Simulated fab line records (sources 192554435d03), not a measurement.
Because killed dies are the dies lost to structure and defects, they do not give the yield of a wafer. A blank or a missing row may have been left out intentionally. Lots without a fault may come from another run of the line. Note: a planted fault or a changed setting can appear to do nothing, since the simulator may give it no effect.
Chamber matching + flow n5Finfet + N5_BEOL_M1_ETCH_63 on rieDiel-05: 4 sister chambers
The step etches SiARC in CF4, target depth 15.6 nm, time 26 s. 14 wafers are shown with their chamber, then 7 later ones without.

WAFERS PAIRED WITH THEIR CHAMBERS
| wafer  | chamber | showerheadPlenumPTorr (Torr) | throttleValvePct (%) | drypumpMotorCurrentA (A) |
|--------|---------|------------------------------|----------------------|--------------------------|
| L077.1 | 1       | 2.14                         | 15.35                | 5.7                      |
| L077.2 | 0       | 2.08                         | 15.90                | 5.8                      |
| L077.5 | 1       | 2.14                         | 15.36                | 5.7                      |
| L076.2 | 1       | 2.14                         | 15.36                | 5.7                      |
| L076.5 | 1       | 2.14                         | 15.35                | 5.7                      |
| L076.6 | 0       | 2.08                         | 15.91                | 5.9                      |
| L083.3 | 2       | 2.17                         | 15.45                | 5.6                      |
| L083.4 | 3       | 2.27                         | 15.60                | 6.1                      |
| L083.5 | 1       | 2.14                         | 15.35                | 5.7                      |
| L088.2 | 0       | 2.07                         | 15.95                | 5.8                      |
| L088.4 | 3       | 2.27                         | 15.61                | 6.1                      |
| L088.6 | 3       | 2.27                         | 15.61                | 6.1                      |
| L090.4 | 1       | 2.13                         | 15.41                | 5.7                      |
| L090.5 | 0       | 2.07                         | 15.93                | 5.8                      |

SIGNATURES, as means of the wafers listed above
| reading               | chamber 0 | chamber 1 | chamber 2 | chamber 3 | scatter within a chamber |
|-----------------------|-----------|-----------|-----------|-----------|--------------------------|
| showerheadPlenumPTorr | 2.0750    | 2.1383    | 2.1700    | 2.2700    | 0.00428                  |
| throttleValvePct      | 15.9225   | 15.3633   | 15.4500   | 15.6067   | 0.0207                   |
| drypumpMotorCurrentA  | 5.825     | 5.700     | 5.600     | 6.100     | 0.0274                   |
Rule: a wafer lies at a distance from a chamber equal to the root of the sum of squares, over the readings, of (its reading less the chamber's mean, divided by the reading's scatter). If the next closest chamber is less than 2 further off than the closest, the wafer can't be placed; otherwise it belongs to the closest. The scatter: the root of (the sum of the squares of (reading less its chamber's mean) over the shown wafers, divided by (wafers less chambers)).

WAFERS WITHOUT THEIR CHAMBER
| wafer  | showerheadPlenumPTorr (Torr) | throttleValvePct (%) | drypumpMotorCurrentA (A) |
|--------|------------------------------|----------------------|--------------------------|
| L090.6 | 2.27                         | 15.64                | 6.1                      |
| L092.1 | 2.13                         | 15.40                | 5.7                      |
| L092.2 | 2.27                         | 15.64                | 6.1                      |
| L092.4 | 2.07                         | 15.96                | 5.9                      |
| L095.2 | 2.17                         | 15.47                | 5.6                      |
| L095.3 | 2.13                         | 15.43                | 5.7                      |
| L095.5 | 2.17                         | 15.48                | 5.6                      |

WHICH CHAMBER EACH ONE RAN IN
| wafer  | from the rows above | in truth |
|--------|---------------------|----------|
| L090.6 | 3                   | 3        |
| L092.1 | 1                   | 1        |
| L092.2 | 3                   | 3        |
| L092.4 | 0                   | 0        |
| L095.2 | 2                   | 2        |
| L095.3 | 1                   | 1        |
| L095.5 | 2                   | 2        |
Correct placement for 7 of the 7. Number that these rows cannot place: 0. Wrongly placed: 0.
